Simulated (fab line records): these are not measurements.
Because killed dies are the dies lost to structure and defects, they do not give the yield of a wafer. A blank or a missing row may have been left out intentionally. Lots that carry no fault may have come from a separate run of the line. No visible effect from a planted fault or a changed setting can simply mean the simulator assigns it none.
fab line records	flow nand-harc
[record] lots = 13	wafers = 39	last-day = 24
route steps=1159 shown P_ZERO_WELL@4 P_STI@89 P_GATE@146 END@1159
lots with no fault: from the same line, run without faults
start-h: hours from the record's first day to the start of the lot's first wafer shown	wait-h: time in hours since the lot's previous step	" repeats the value in the row above	L1.1+2: a single row standing in for several wafers	- no value, or no start was given	* or withheld: withheld	< > ~ a bound
route shown NAME@n: NAME is a module with steps in the file, n the number in the route of the first one	usual: mean/standard deviation of fault-free wafers	same: alike in all rows	chamber/n: place in a boat	sites: readings site by site	_std_site: how widely they spread, as a standard deviation	_edge_site: the outer-site mean with the inner-site mean subtracted	radius-mm: for every site, how far away it sits from the centre of the wafer	mask NAME#n: copy n	behind: tool/chamber where the wafer was last shaped	hold: reason for holding the lot/hours on hold/outcome of the hold	device: names the non-switching transistor (n, p or np)	end of line: the route-end tests of the same wafers	where a step has no rows: the recipe by itself	killed: the dies lost at the first sort to structure and to defects; this is not the yield of the wafer	map: a wafer's dies, x killed, . not, _ none there
set.NAME: the setting as run; set.NAME@STEP: as run at that earlier step	model.NAME: the simulator's own value behind a step, which no gauge read
one table for each step of the route and one row for each wafer, over a sample of lots
services: when a tool's chamber went out of use (start-h, in hours from the record's first day, below 0 if earlier), for how many hours, and the reason
[[steps]]
[step NHARC_P_ZERO_WELL_PECVD_02]
[recipe] target-thk-a = 100	temp-c = 400	pressure-torr = 6.5	rf-w = withheld	teos-flow-sccm = withheld	flow-sccm = 2650	target-thk-nm = 10	gas = O2	material = SiO2
lot.wafer	tool	chamber	start-h	wait-h
L614.2+6+4	pecvd-02	0,1,0	18.52	-
L616.1+2+5	pecvd-03	2,0,0	30.49	-
L617.3+2+4	pecvd-03	0,1,1	36.44	-
L618.3+1+6	pecvd-01	1,2,0	42.46	-
L619.2+3+6	pecvd-01	2,0,2	48.48	-
L620.2+3+4	pecvd-02	1,0,2	54.51	-
L625.1+2+4	pecvd-02	1,2,1	84.61	-
L626.1+4+5	pecvd-03	1,1,0	90.44	-
L628.1+5+4	pecvd-03	1,0,1	102.53	-
L630.4+5+6	pecvd-02	0,0,1	114.65	-
L631.3+2+6	pecvd-02	2,1,0	120.44	-
L632.3+1+4	pecvd-01	1,2,1	126.48	-
L633.2+3+4	pecvd-01	2,1,1	132.67	-
[step NHARC_P_ZERO_WELL_INSPECT_43]
[usual] raw-defect-count = 13/5.6
lot.wafer	tool	chamber	start-h	wait-h	raw-defect-count
L614.2	defect-inspect-01	-	25.62	0.5	11
L614.4	"	-	"	"	10
L614.6	"	-	"	"	9
L616.1	defect-inspect-02	-	37.46	0.6	18
L616.2	"	-	"	"	17
L616.5	"	-	"	"	14
L617.2	defect-inspect-01	-	43.52	0.5	14
L617.3	"	-	"	"	15
L617.4	"	-	"	"	15
L618.1	defect-inspect-01	-	49.63	0.6	8
L618.3	"	-	"	"	5
L618.6	"	-	"	"	4
L619.2	defect-inspect-02	-	55.67	0.5	19
L619.3	"	-	"	"	31
L619.6	"	-	"	"	16
L620.2	defect-inspect-01	-	61.66	0.5	14
L620.3	"	-	"	"	11
L620.4	"	-	"	"	11
L625.1	defect-inspect-02	-	91.71	0.6	13
L625.2	"	-	"	"	11
L625.4	"	-	"	"	7
L626.1	defect-inspect-02	-	97.62	0.6	10
L626.4	"	-	"	"	11
L626.5	"	-	"	"	466
L628.1	defect-inspect-02	-	109.58	0.6	16
L628.4	"	-	"	"	8
L628.5	"	-	"	"	492
L630.4	defect-inspect-02	-	121.62	0.2	15
L630.5	"	-	"	"	6
L630.6	"	-	"	"	9
L631.2	defect-inspect-01	-	127.59	0.5	3
L631.3	"	-	"	"	4
L631.6	"	-	"	"	6
L632.1	defect-inspect-02	-	133.48	0.6	10
L632.3	"	-	"	"	10
L632.4	"	-	"	"	10
L633.2	defect-inspect-02	-	140.11	0.5	6
L633.3	"	-	"	"	13
L633.4	"	-	"	"	21
[step NHARC_P_STI_ETCH_31]
[recipe] target-depth-a = 1089	time-s = 54.5	cf4-flow-sccm = 100	chf3-flow-sccm = 30	ar-flow-sccm = 0	rf-w = 500	bias-w = 200	chemistry = CF4/CHF3
[usual] drypump-motor-current-A = 5.7/0.47	oes-product-au = 0.962/0.015	rf-vpp-V = 370.9/2.5	showerhead-plenum-p-Torr = 1.58/0.071	throttle-valve-pct = 16.804/0.0096
lot.wafer	tool	chamber	start-h	wait-h	drypump-motor-current-A	oes-product-au	rf-hours-counter-h	rf-vpp-V	showerhead-plenum-p-Torr	throttle-valve-pct
L614.4	rie-diel-09	2	-	-	4.8	0.986	7	369.3	1.50	16.813
L614.2	"	0	"	"	6.2	0.961	10	368.5	1.52	16.786
L614.6	"	2	"	"	4.8	0.979	-	368.5	1.50	16.800
L616.2	rie-diel-09	3	-	-	5.9	0.963	10	372.9	1.62	16.811
L616.1	"	0	"	"	6.2	0.964	11	368.6	1.52	16.816
L616.5	"	2	"	"	4.8	0.968	-	366.7	1.50	16.804
L617.3	rie-diel-11	2	-	-	6.3	0.964	1	369.3	1.51	16.808
L617.2	"	3	"	"	5.8	0.950	1	372.9	1.68	16.816
L617.4	"	1	"	"	5.0	0.973	1	372.7	1.65	16.806
L619.3	rie-diel-11	3	-	-	5.8	0.976	1	374.5	1.68	16.801
L619.2	"	0	"	"	6.0	0.975	1	370.9	1.58	16.797
L619.6	"	3	"	"	5.8	0.978	-	374.3	1.68	16.799
L618.3	rie-diel-09	3	-	-	5.9	0.959	11	373.1	1.62	16.789
L618.1	"	2	"	"	4.8	0.964	9	369.3	1.50	16.822
L618.6	"	3	"	"	5.9	0.979	-	372.6	1.62	16.803
L620.3	rie-diel-06	1	-	-	5.9	0.976	0	374.2	1.68	16.801
L620.4	"	2	"	"	5.7	0.964	0	368.2	1.52	16.813
L620.2	"	0	"	"	5.7	0.981	0	367.7	1.48	16.814
L625.2	rie-diel-11	3	-	-	5.8	0.985	2	373.7	1.68	16.825
L625.1	"	0	"	"	5.9	0.970	2	371.1	1.58	16.800
L625.4	"	2	"	"	6.3	0.981	3	370.0	1.51	16.795
L626.1	rie-diel-06	1	-	-	5.9	0.948	1	373.2	1.68	16.801
L626.4	"	0	"	"	5.6	0.941	-	365.3	1.48	16.812
L626.5	"	0	"	"	5.6	0.947	-	366.9	1.48	16.795
L628.1	rie-diel-09	0	-	-	6.2	0.956	3	369.0	1.52	16.782
L628.4	"	0	"	"	6.2	0.961	-	368.1	1.52	16.801
L628.5	"	1	"	"	6.0	0.950	-	371.5	1.60	16.805
L631.3	rie-diel-11	3	-	-	5.8	0.960	4	374.9	1.68	16.779
L631.2	"	1	"	"	5.0	0.982	3	373.1	1.65	16.805
L631.6	"	0	"	"	6.0	0.979	-	370.9	1.58	16.798
L630.4	rie-diel-06	1	-	-	5.9	0.974	2	374.8	1.68	16.806
L630.6	"	0	"	"	5.6	0.973	-	368.2	1.48	16.804
L630.5	"	1	"	"	5.9	0.977	-	373.6	1.68	16.782
L632.1	rie-diel-06	0	-	-	5.7	0.975	3	367.5	1.48	16.812
L632.3	"	2	"	"	5.7	0.953	3	368.3	1.52	16.810
L632.4	"	3	"	"	5.9	0.971	3	373.3	1.63	16.802
L633.3	rie-diel-11	2	-	-	6.3	0.954	4	368.2	1.51	16.801
L633.2	"	3	"	"	5.8	0.955	4	373.1	1.68	16.804
L633.4	"	0	"	"	6.0	0.972	4	371.7	1.58	16.819
[step NHARC_P_GATE_HM_OPEN_105]
[recipe] target-depth-a = 3600	o2-flow-sccm = 400	cos-flow-sccm = 20	ar-flow-sccm = 0	rf-w = 500	bias-w = 300	chemistry = O2/COS
[usual] drypump-motor-current-A = 5.80/0.29	oes-product-au = 1.000/0.0085	rf-vpp-V = 468/3.3	showerhead-plenum-p-Torr = 3.15/0.15	throttle-valve-pct = 28.330/0.0088
lot.wafer	tool	chamber	start-h	wait-h	drypump-motor-current-A	oes-product-au	rf-hours-counter-h	rf-vpp-V	showerhead-plenum-p-Torr	throttle-valve-pct
L614.2	rie-diel-07	0	-	-	6.30	1.002	14	462	2.92	28.320
L614.4	"	2	"	"	6.05	1.019	13	465	3.00	28.333
L614.6	"	0	"	"	6.29	0.997	-	463	2.92	28.319
L616.1	rie-diel-03	0	-	-	5.47	0.992	22	469	3.20	28.327
L616.2	"	1	"	"	5.78	1.004	23	472	3.36	28.318
L616.5	"	3	"	"	6.08	1.016	-	469	3.24	28.335
L618.3	rie-diel-07	1	-	-	5.58	0.999	17	466	2.97	28.335
L618.1	"	2	"	"	6.03	1.010	17	464	3.00	28.329
L618.6	"	0	"	"	6.25	1.005	-	463	2.92	28.339
L619.3	rie-diel-10	2	-	-	6.09	0.992	17	469	3.24	28.315
L619.2	"	3	"	"	5.89	0.977	16	470	3.33	28.319
L619.6	"	1	"	"	5.63	1.004	-	468	3.13	28.339
L617.4	rie-diel-10	2	-	-	6.04	1.007	17	470	3.24	28.330
L617.3	"	3	"	"	5.93	0.989	16	471	3.33	28.314
L617.2	"	0	"	"	5.31	1.012	20	472	3.31	28.335
L620.2	rie-diel-10	2	-	-	6.04	1.008	20	471	3.24	28.314
L620.4	"	0	"	"	5.33	1.000	23	471	3.31	28.325
L620.3	"	1	"	"	5.64	1.015	22	469	3.13	28.316
L625.4	rie-diel-10	1	-	-	5.63	0.998	29	467	3.12	28.331
L625.2	"	2	"	"	6.07	0.999	27	470	3.23	28.335
L625.1	"	0	"	"	5.34	1.000	30	471	3.30	28.340
L626.1	rie-diel-10	0	-	-	5.34	1.007	30	471	3.30	28.330
L626.4	"	2	"	"	6.02	1.001	27	469	3.23	28.331
L626.5	"	0	"	"	5.32	1.009	-	471	3.30	28.333
L628.1	rie-diel-07	1	-	-	5.62	0.995	42	463	2.96	28.332
L628.5	"	1	"	"	5.59	0.998	-	463	2.96	28.322
L628.4	"	3	"	"	5.70	1.002	-	470	3.21	28.326
L631.2	rie-diel-07	3	-	-	5.71	0.998	49	469	3.21	28.328
L631.3	"	0	"	"	6.27	0.997	50	463	2.91	28.330
L631.6	"	3	"	"	5.70	1.005	-	469	3.21	28.326
L630.4	rie-diel-07	3	-	-	5.71	1.003	49	471	3.21	28.313
L630.6	"	2	"	"	6.05	1.005	-	465	2.99	28.322
L630.5	"	3	"	"	5.70	0.991	-	471	3.21	28.324
L633.4	rie-diel-07	1	-	-	5.59	0.987	54	464	2.95	28.341
L633.3	"	2	"	"	6.04	1.007	53	465	2.98	28.317
L633.2	"	3	"	"	5.69	0.991	57	469	3.20	28.330
L632.1	rie-diel-10	1	-	-	5.64	0.996	8	467	3.12	28.325
L632.4	"	2	"	"	6.03	0.997	7	468	3.23	28.335
L632.3	"	3	"	"	5.87	0.989	8	470	3.32	28.322
[step NHARC_END_SORT_01]
[recipe] temp-c = 25
[usual] killed-at-array = 28/12	killed-at-other = 0.8/1.1	killed-at-periphery = 3.6/2.3	killed-dies = 32/12	killed-open = 3.4/1.9	killed-short = 2.0/1.3
[same] gross-dies = 677
lot.wafer	tool	chamber	start-h	wait-h	killed-at-array	killed-at-other	killed-at-periphery	killed-dies	killed-open	killed-short
L626.1	prober-02	0	504.02	2.5	18	0	5	23	3	2
L626.4	prober-02	0	506.42	3.4	11	1	5	17	2	1
L626.5	prober-02	0	507.22	3.7	9	0	56	65	1	2
L628.1	prober-01	0	536.23	2.5	31	0	0	31	7	4
L628.4	prober-01	0	538.64	3.4	35	0	2	37	5	1
L628.5	prober-01	0	539.45	3.7	20	0	52	72	2	2
// killed by level:class
L626.1 A_STAIRCASE:chamber-film-flake=6 P_GATE:chamber-film-flake=4 A_CONTACT:geometric-particle:open=3 A_CHANNEL_HOLE_D1:chamber-film-flake=3 A_WL_FILL:chamber-film-flake=2 A_CONTACT:chamber-film-flake=2 A_SOURCE_PLATE:geometric-particle:short=1 A_WL_FILL:geometric-particle:short=1
L626.4 A_CHANNEL_HOLE_D1:chamber-film-flake=5 P_BONDPAD:chamber-film-flake=3 A_CONTACT:geometric-particle:open=2 P_GATE:chamber-film-flake=2 A_STAIRCASE:chamber-film-flake=2 A_M0:geometric-particle:short=1 A_CONTACT:chamber-film-flake=1 THIN_TSV:chamber-film-flake=1
L626.5 P_ZERO_WELL:unspecified=48 A_CHANNEL_HOLE_D1:chamber-film-flake=5 P_GATE:chamber-film-flake=3 A_WL_FILL:chamber-film-flake=2 P_CONTACT:geometric-particle:short=1 P_M0:geometric-particle:open=1 A_CONTACT:geometric-particle:short=1 P_ZERO_WELL:chamber-film-flake=1
L628.1 A_CHANNEL_HOLE_D1:chamber-film-flake=13 A_ONON_D1:geometric-particle:open=3 A_CONTACT:chamber-film-flake=3 A_ONON_D1:geometric-particle:short=2 A_WL_FILL:geometric-particle:short=2 A_STAIRCASE:chamber-film-flake=2 A_WL_FILL:chamber-film-flake=2 A_SOURCE_PLATE:geometric-particle:open=1
L628.4 A_CHANNEL_HOLE_D1:chamber-film-flake=22 A_STAIRCASE:chamber-film-flake=4 A_CONTACT:chamber-film-flake=3 P_STI:geometric-particle:open=1 A_ONON_D1:geometric-particle:open=1 A_CHANNEL_FILL_D1:geometric-particle:open=1 A_SGD_CUT:geometric-particle:short=1 A_CONTACT:geometric-particle:open=1
L628.5 P_ZERO_WELL:unspecified=48 A_CHANNEL_HOLE_D1:chamber-film-flake=15 P_STI:chamber-film-flake=2 P_CONTACT:geometric-particle:short=1 A_ONON_D1:geometric-particle:open=1 A_SGD_CUT:geometric-particle:short=1 A_BLC:geometric-particle:open=1 P_GATE:chamber-film-flake=1
[[services]]
tool	chamber	start-h	hours	kind
pecvd-01	1	-4.71	13.9	repair
pecvd-03	0	-1.11	7.3	repair
rie-diel-10	-	-0.46	9.0	pm
rie-diel-09	2	1.53	17.7	repair
rie-diel-11	-	12.50	9.0	pm
rie-diel-07	3	13.51	5.5	repair
rie-diel-10	2	21.05	2.6	repair
rie-diel-10	3	47.92	9.2	repair
rie-diel-07	-	51.37	9.0	pm
pecvd-01	-	56.05	13.0	pm
rie-diel-06	-	64.20	9.0	pm
rie-diel-09	-	77.10	9.0	pm
pecvd-01	0	83.88	10.2	repair
pecvd-02	2	105.61	9.4	repair
rie-diel-10	-	126.92	0.3	repair
pecvd-02	0	135.89	16.4	repair
pecvd-02	-	153.00	13.0	pm
rie-diel-11	-	164.47	1.6	repair
rie-diel-11	0	169.64	10.9	repair
rie-diel-10	-	176.58	9.0	pm
rie-diel-07	2	177.36	4.5	repair
rie-diel-10	0	188.05	8.4	repair
rie-diel-11	-	189.55	9.0	pm
pecvd-02	2	203.38	2.1	repair
[[key]]
[first-sign] step = NHARC_P_ZERO_WELL_INSPECT_43	reading = raw-defect-count	direction = up	sigmas = 83	usual = 13	struck = 479
[effect] step = NHARC_END_SORT_01	reading = killed-at-periphery	direction = up	sigmas = 22	usual = 3.6	struck = 54
[more-kills-born-at] NHARC_P_ZERO_WELL_PECVD_02@pecvd-03 = 96
met-at NHARC_P_ZERO_WELL_PECVD_02
struck-lots L626,L628
struck-wafers L626.5,L628.5
tester-left-out L626,L628
not-acting-at NHARC_P_STI_ETCH_31,NHARC_P_GATE_HM_OPEN_105
onset-between 36.44 90.44
[fault] kind = chamber-particle-source	tool = pecvd-03	chamber = 0	onset-h = 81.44	steps = NHARC_P_ZERO_WELL_PECVD_02	rate-per-visit-cm2 = 0.71649	end-h = 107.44
// tester-left-out: of these lots the tester's yield and bins aren't shown, on N5 and GAA mostly nor the transistor test; their killed dies are dies lost to structure and defects alone, not to doping, threshold or leakage, so they don't give the yield
